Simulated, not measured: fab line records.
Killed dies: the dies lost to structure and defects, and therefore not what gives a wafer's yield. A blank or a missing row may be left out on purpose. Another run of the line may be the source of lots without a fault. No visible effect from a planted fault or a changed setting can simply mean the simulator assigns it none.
Chamber matching | flow n5Finfet | N5_HKMG_FIN_ALD_75 on aldHk-02 has 4 sister chambers
The step deposits Al2O3, target thk 1 nm, co reactant pulse time 1 s. 4 wafers are shown with their chamber, then 8 later ones without.

== WAFERS WITH THEIR CHAMBER ==
wafer  | chamber | heaterPowerW (W)
L078.5 | 0       | 151
L089.2 | 1       | 146
L089.6 | 3       | 175
L090.2 | 2       | 137

== WAFERS WITHOUT THEIR CHAMBER ==
wafer  | heaterPowerW (W)
L090.3 | 148
L090.5 | 154
L094.2 | 143
L094.4 | 170
L094.6 | 140
L096.1 | 170
L096.5 | 170
L096.6 | 139

== CHAMBER TAKEN BY EACH ==
wafer  | from the rows above          | in truth
L090.3 | can't be placed: 1 or 0      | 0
L090.5 | can't be placed: 0 or 1      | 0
L094.2 | can't be placed: 1 or 2 or 0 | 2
L094.4 | 3                            | 3
L094.6 | can't be placed: 2 or 1      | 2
L096.1 | 3                            | 3
L096.5 | 3                            | 3
L096.6 | can't be placed: 2 or 1      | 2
3 of 8 placed correctly. Cannot be placed on the basis of these rows: 5; the candidates contain the true chamber in 5. Placed wrongly: 0.
How it was worked out, from the rows above alone: a wafer's distance from a chamber is the root of the sum, over the readings, of the square of ((its reading less the chamber's mean) divided by the reading's scatter). The wafer belongs to the nearest chamber; if the next one is less than 2 further off, it can't be placed. The mean given for a chamber averages the wafers shown for that chamber. The scatter: with one shown wafer a chamber, the root of the mean of the squares of how far each hidden wafer lies from its nearest shown one.
